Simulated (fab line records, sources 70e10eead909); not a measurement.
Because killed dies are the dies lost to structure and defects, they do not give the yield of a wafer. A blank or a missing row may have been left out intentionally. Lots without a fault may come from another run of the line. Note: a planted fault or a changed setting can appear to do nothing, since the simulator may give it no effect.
fab line records	flow nand-harc
[record] lots = 14	wafers = 42	last-day = 23
route steps=1159 shown A_M1@1041
lots that met no fault: taken from a fault-free run of the same line
start-h: the number of hours between the record's first day and the start of the first shown wafer of the lot	wait-h: hours elapsed since this lot's preceding step	" unchanged from the row above	L1.1+2: a single row standing in for several wafers	- no value, or no start given	* or withheld: withheld	< > ~ a bound
route shown NAME@n: names a module that has steps shown in the file, with the first one's number in the route	usual: mean/standard deviation taken from wafers without a fault	same: alike in all rows	chamber/n: place in a boat	sites: each site's reading	_std_site: the values' standard deviation	_edge_site: outer sites' mean less inner sites'	radius-mm: for every site, how far away it sits from the centre of the wafer	mask NAME#n: copy n	behind: the last tool/chamber to shape the wafer	hold: reason for holding the lot/hours on hold/outcome of the hold	device: transistor that didn't switch, given as n, p or np	end of line: tests of these same wafers at the route's end	where a step has no rows: the recipe by itself	killed: count of dies lost to structure and defects at first sort (not the wafer's yield)	map: shows each die of a wafer: x if killed, . if not, _ if none is there
set.NAME: the setting that was run; set.NAME@STEP: the one run at that earlier step	model.NAME: the simulator's own value behind a step, which no gauge read
steps of the route over a sample of lots; a table a step, a row a wafer
services: the hour from which a tool's chamber was out of use, counted from the record's first day as start-h (under 0 if before that day), plus the number of hours and why
[[steps]]
[step NHARC_A_M1_ETCH_15]
[recipe] target-depth-a = 1825	time-s = 91.2	c4f8-flow-sccm = withheld	ar-flow-sccm = 400	rf-w = 600	bias-w = 300	chemistry = C4F8/Ar
[usual] oes-product-au = 0.950/0.021	rf-vpp-V = 441.2/2.8
lot.wafer	tool	chamber	start-h	wait-h	oes-product-au	rf-hours-counter-h	rf-vpp-V
L794.1	rie-diel-06	0	-	-	0.925	10	436.1
L794.3	"	1	"	"	0.928	10	436.7
L794.5	"	3	"	"	0.926	-	443.1
L793.1	rie-diel-13	1	-	-	0.944	3	441.4
L793.2	"	0	"	"	0.950	3	442.3
L793.6	"	2	"	"	0.943	-	437.7
L795.2	rie-diel-12	2	-	-	0.971	1	444.4
L795.3	"	3	"	"	0.941	2	438.4
L795.5	"	1	"	"	0.967	-	443.1
L796.4	rie-diel-12	3	-	-	0.966	2	439.6
L796.2	"	1	"	"	0.957	2	442.0
L796.5	"	0	"	"	0.953	-	440.1
L798.4	rie-diel-12	3	-	-	0.918	4	438.7
L798.3	"	0	"	"	0.921	4	440.2
L798.5	"	2	"	"	0.934	-	445.4
L800.4	rie-diel-12	0	-	-	0.975	5	439.8
L800.2	"	1	"	"	0.968	5	444.4
L800.6	"	3	"	"	0.960	-	438.9
L803.2	rie-diel-06	0	-	-	0.975	1	438.1
L803.4	"	1	"	"	0.971	1	437.6
L803.5	"	3	"	"	0.968	-	442.5
L804.3	rie-diel-13	0	-	-	0.964	0	442.1
L804.6	"	0	"	"	0.973	-	443.1
L804.4	"	3	"	"	0.962	-	440.0
L802.3	rie-diel-06	3	-	-	0.930	3	442.5
L802.6	"	2	"	"	0.926	-	444.0
L802.5	"	3	"	"	0.927	-	441.9
L801.4	rie-diel-13	1	-	-	0.963	0	440.4
L801.1	"	2	"	"	0.939	0	438.9
L801.6	"	1	"	"	0.963	-	439.8
L806.2	rie-diel-12	1	-	-	0.928	8	442.6
L806.1	"	3	"	"	0.919	10	439.3
L806.3	"	0	"	"	0.919	10	438.5
L807.4	rie-diel-12	3	-	-	0.916	11	438.0
L807.2	"	0	"	"	0.920	11	441.9
L807.5	"	0	"	"	0.926	-	439.9
L808.3	rie-diel-13	0	-	-	0.974	1	443.1
L808.4	"	2	"	"	0.971	1	436.9
L808.6	"	3	"	"	0.977	-	439.8
L809.2	rie-diel-06	3	-	-	0.973	5	441.4
L809.4	"	0	"	"	0.980	5	435.8
L809.6	"	3	"	"	0.977	-	443.1
[step NHARC_A_M1_ETCH_28]
[recipe] target-depth-a = 300	over-etch-frac = 0.3	time-s = 72.99	ion-energy-ev = 150	cf4-flow-sccm = 50	n2-flow-sccm = 100	ar-flow-sccm = 150	rf-w = 300	bias-w = 100	chemistry = CF4/N2
[usual] drypump-motor-current-A = 5.8/0.57	n2-flow-sccm = 100.0/0.32	oes-product-au = 0.996/0.01	rf-vpp-V = 314.1/2.1	showerhead-plenum-p-Torr = 2.62/0.11	throttle-valve-pct = 19.795/0.0096
lot.wafer	tool	chamber	start-h	wait-h	drypump-motor-current-A	n2-flow-sccm	oes-product-au	rf-hours-counter-h	rf-vpp-V	showerhead-plenum-p-Torr	throttle-valve-pct
L794.3	rie-diel-06	2	-	-	5.2	99.5	0.988	12	315.9	2.79	19.793
L794.1	"	1	"	"	6.2	100.3	0.992	10	311.1	2.47	19.789
L794.5	"	3	"	"	6.5	100.1	0.990	-	316.2	2.70	19.791
L793.1	rie-diel-13	0	-	-	4.9	100.4	0.990	3	314.5	2.71	19.797
L793.2	"	1	"	"	5.9	99.7	0.996	3	316.3	2.64	19.794
L793.6	"	3	"	"	6.6	100.1	0.984	-	313.0	2.60	19.791
L795.3	rie-diel-13	0	-	-	4.9	99.3	0.983	4	315.4	2.71	19.792
L795.2	"	1	"	"	6.0	99.9	0.999	3	313.2	2.64	19.791
L795.5	"	1	"	"	5.9	100.6	1.008	-	314.5	2.64	19.791
L796.2	rie-diel-12	3	-	-	6.4	100.2	0.987	2	312.3	2.55	19.791
L796.4	"	1	"	"	5.2	100.1	0.999	2	316.2	2.74	19.800
L796.5	"	0	"	"	5.6	99.9	0.991	-	313.7	2.60	19.780
L798.3	rie-diel-13	3	-	-	6.5	99.6	0.983	5	314.9	2.60	19.794
L798.4	"	0	"	"	4.9	100.3	0.998	-	315.5	2.71	19.788
L798.5	"	3	"	"	6.6	100.0	0.994	-	313.3	2.60	19.803
L800.2	rie-diel-13	2	-	-	5.5	100.6	0.986	5	311.3	2.49	19.786
L800.6	"	3	"	"	6.6	100.4	0.992	-	314.0	2.60	19.785
L800.4	"	0	"	"	5.0	100.2	0.986	-	313.9	2.71	19.783
L803.2	rie-diel-12	2	-	-	5.8	99.9	1.003	6	318.8	2.79	19.805
L803.4	"	3	"	"	6.3	99.2	0.988	7	311.9	2.54	19.790
L803.5	"	2	"	"	5.9	99.9	0.999	-	316.0	2.79	19.807
L804.3	rie-diel-06	1	-	-	6.2	100.3	1.011	1	311.1	2.47	19.782
L804.4	"	3	"	"	6.5	100.0	0.985	2	316.2	2.70	19.785
L804.6	"	0	"	"	6.5	99.7	1.014	-	310.8	2.48	19.801
L802.3	rie-diel-12	2	-	-	5.9	100.3	1.012	8	316.7	2.79	19.795
L802.5	"	3	"	"	6.3	100.5	0.976	-	312.7	2.54	19.796
L802.6	"	0	"	"	5.6	100.2	0.986	-	313.9	2.60	19.796
L801.4	rie-diel-06	2	-	-	5.2	100.0	0.996	3	317.1	2.79	19.800
L801.1	"	0	"	"	6.5	99.9	1.014	2	312.0	2.48	19.812
L801.6	"	2	"	"	5.2	99.8	1.006	-	317.2	2.79	19.792
L806.3	rie-diel-06	0	-	-	6.5	100.3	1.023	2	312.9	2.48	19.800
L806.1	"	1	"	"	6.2	100.6	1.013	2	313.5	2.47	19.797
L806.2	"	3	"	"	6.5	99.9	1.003	3	314.3	2.70	19.788
L807.2	rie-diel-12	1	-	-	5.2	99.4	1.003	9	315.8	2.74	19.800
L807.4	"	0	"	"	5.6	99.8	0.988	11	313.7	2.60	19.801
L807.5	"	2	"	"	5.8	99.9	0.998	-	316.5	2.79	19.779
L808.4	rie-diel-13	3	-	-	6.6	99.7	1.004	1	313.8	2.60	19.789
L808.3	"	1	"	"	5.9	99.9	0.989	1	314.0	2.64	19.790
L808.6	"	3	"	"	6.6	100.1	1.008	-	314.7	2.60	19.791
L809.2	rie-diel-13	0	-	-	4.9	99.3	1.007	1	314.8	2.71	19.788
L809.4	"	2	"	"	5.5	99.9	0.981	-	311.1	2.49	19.787
L809.6	"	1	"	"	5.9	100.1	0.994	-	315.0	2.63	19.799
[step NHARC_A_M1_ECD_22]
[recipe] target-thk-a = 4000	bath-temp-c = 25	material = Cu
lot.wafer	tool	chamber	start-h	wait-h
L794.1+3+5	ecd-cu-01	0,1,1	410.89	-
L793.1+2+6	ecd-cu-01	0,1,0	411.36	-
L795.2+3+5	ecd-cu-01	1,1,0	419.95	-
L796.2+4+5	ecd-cu-02	1,0,1	420.37	-
L798.4+3+5	ecd-cu-01	0,1,1	438.95	-
L800.2+4+6	ecd-cu-02	0,1,1	451.27	-
L803.2+4+5	ecd-cu-02	1,1,0	459.76	-
L804.3+4+6	ecd-cu-01	0,1,0	467.79	-
L802.3+6+5	ecd-cu-01	0,1,0	479.08	-
L801.1+4+6	ecd-cu-01	0,1,0	479.56	-
L806.2+1+3	ecd-cu-01	1,0,0	483.44	-
L807.2+4+5	ecd-cu-01	0,1,1	506.61	-
L808.4+3+6	ecd-cu-02	0,1,1	506.93	-
L809.2+4+6	ecd-cu-01	0,0,1	518.89	-
[step NHARC_A_M1_CMP_23]
[recipe] t-overpolish-s = 20	target-thk-nm = 154.34
[usual] motor-current-A = 12.2/1.5	time-to-endpoint-s = 28.3/1.8
lot.wafer	tool	chamber	start-h	wait-h	motor-current-A	time-to-endpoint-s
L794.3	cmp-03	2	411.56	-	14.4	29.2
L794.1	"	3	"	"	12.5	27.8
L794.5	"	3	"	"	12.3	29.6
L793.1	cmp-04	2	412.08	-	11.4	29.1
L793.2	"	1	"	"	12.0	29.2
L793.6	"	3	"	"	12.8	27.0
L795.2	cmp-01	1	420.77	-	14.6	26.6
L795.3	"	3	"	"	11.7	27.7
L795.5	"	1	"	"	13.9	27.8
L796.4	cmp-04	1	421.07	-	12.5	29.4
L796.2	"	2	"	"	11.6	32.6
L796.5	"	1	"	"	12.5	28.9
L798.4	cmp-04	1	439.62	-	12.3	29.1
L798.3	"	2	"	"	11.1	31.6
L798.5	"	0	"	"	12.8	27.2
L800.4	cmp-01	3	452.07	-	12.1	28.0
L800.2	"	0	"	"	12.0	27.4
L800.6	"	1	"	"	14.2	28.5
L803.2	cmp-04	2	460.47	-	11.5	25.3
L803.4	"	3	"	"	12.6	25.9
L803.5	"	2	"	"	11.1	29.1
L804.3	cmp-04	3	468.43	-	12.4	29.3
L804.4	"	0	"	"	11.7	29.8
L804.6	"	2	"	"	11.5	30.6
L802.3	cmp-03	1	479.71	-	13.2	29.4
L802.5	"	1	"	"	12.7	32.9
L802.6	"	2	"	"	14.0	29.8
L801.1	cmp-01	3	480.34	-	12.3	28.5
L801.4	"	0	"	"	12.1	29.2
L801.6	"	2	"	"	9.8	25.7
L806.1	cmp-01	0	484.15	-	11.8	28.7
L806.2	"	2	"	"	9.9	26.1
L806.3	"	3	"	"	12.1	29.9
L807.2	cmp-04	1	507.28	-	12.7	26.5
L807.4	"	2	"	"	11.1	14.9
L807.5	"	2	"	"	11.4	29.0
L808.3	cmp-03	1	507.66	-	14.0	31.1
L808.4	"	2	"	"	14.0	28.0
L808.6	"	0	"	"	9.4	31.9
L809.4	cmp-03	3	519.64	-	12.6	15.5
L809.2	"	2	"	"	13.7	26.9
L809.6	"	3	"	"	12.9	28.5
[step NHARC_A_M1_DEP_33]
[recipe] target-thk-a = 300	temp-c = 370	target-thk-nm = 30	pressure-torr = 3	flow-sccm = 200	rf-w = 450	material = SiCN
[usual] heater-power-w = 582/100
lot.wafer	tool	chamber	start-h	wait-h	heater-power-w
L794.3	pecvd-02	0	412.18	0.1	431
L794.1	"	2	"	"	565
L794.5	"	2	"	"	568
L793.1	pecvd-02	1	412.70	0.1	671
L793.2	"	2	"	"	629
L793.6	"	2	"	"	636
L795.2	pecvd-02	0	421.79	0.1	472
L795.3	"	1	"	"	654
L795.5	"	0	"	"	479
L796.2	pecvd-04	2	421.86	0.1	416
L796.5	"	1	"	"	756
L796.4	"	0	"	"	582
L798.3	pecvd-04	1	440.22	0.1	789
L798.5	"	0	"	"	623
L798.4	"	2	"	"	365
L800.2	pecvd-02	2	452.63	0.1	619
L800.4	"	2	"	"	618
L800.6	"	0	"	"	491
L803.2	pecvd-04	2	461.09	0.1	379
L803.4	"	0	"	"	583
L803.5	"	1	"	"	813
L804.3	pecvd-01	0	469.06	0.1	626
L804.4	"	2	"	"	532
L804.6	"	1	"	"	605
L802.3	pecvd-01	2	480.33	0.1	525
L802.6	"	0	"	"	572
L802.5	"	1	"	"	685
L801.1	pecvd-04	2	480.93	0.1	368
L801.6	"	0	"	"	631
L801.4	"	1	"	"	701
L806.2	pecvd-04	2	484.77	0.1	388
L806.3	"	0	"	"	544
L806.1	"	1	"	"	803
L807.2	pecvd-02	1	507.91	0.1	654
L807.4	"	1	"	"	643
L807.5	"	0	"	"	514
L808.3	pecvd-02	0	508.91	0.1	498
L808.4	"	1	"	"	703
L808.6	"	2	"	"	640
L809.2	pecvd-04	1	520.54	0.1	774
L809.6	"	0	"	"	607
L809.4	"	1	"	"	782
[[services]]
tool	chamber	start-h	hours	kind
rie-diel-12	0	388.40	-	clean
rie-diel-12	1	388.40	-	clean
cmp-04	-	399.06	4.0	pm
rie-diel-06	1	401.22	1.8	repair
cmp-01	-	408.23	0.9	repair
pecvd-01	-	418.18	13.0	pm
rie-diel-06	-	418.20	9.0	pm
rie-diel-13	1	424.12	48.2	repair
rie-diel-13	0	425.82	3.1	repair
cmp-01	-	429.98	2.0	repair
cmp-04	-	431.73	0.6	repair
ecd-cu-01	-	448.00	8.0	pm
cmp-03	-	451.83	4.0	pm
rie-diel-13	-	453.00	9.0	pm
rie-diel-12	1	460.25	10.2	repair
cmp-03	-	465.36	0.7	repair
cmp-04	-	471.75	1.2	repair
cmp-01	-	473.50	4.0	pm
cmp-04	-	497.06	4.0	pm
cmp-04	-	502.33	0.8	repair
rie-diel-13	3	506.60	15.7	repair
rie-diel-06	-	507.11	2.3	repair
pecvd-01	0	513.66	10.5	repair
pecvd-02	-	515.78	13.0	pm
[[key]]
[first-sign] step = NHARC_A_M1_CMP_23	reading = time-to-endpoint-s	direction = down	sigmas = 7.3	usual = *	struck = *
effect none on later readings
met-at NHARC_A_M1_ECD_22
struck-lots L807,L809
struck-wafers L807.4,L809.4
later-rows-left-out L807.4,L809.4
sort-left-out L807.4,L809.4
not-acting-at NHARC_A_M1_ETCH_15,NHARC_A_M1_ETCH_28,NHARC_A_M1_DEP_33
onset-between 483.44 506.61
[fault] kind = process-parameter-drift	tool = ecd-cu-01	chamber = -	onset-h = 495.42	steps = NHARC_A_M1_ECD_22	channel = target-thk-a	offset = *	shape = step	end-h = 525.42	scope = struck-wafers-only	acts-in = *	stated = *
// sort-left-out: the simulated sort isn't trusted on such a fault, so these wafers' sort isn't shown, and their yield isn't known
// later-rows-left-out: the simulator's readings of these wafers behind a module that went badly wrong aren't trusted and aren't shown, but for the sort
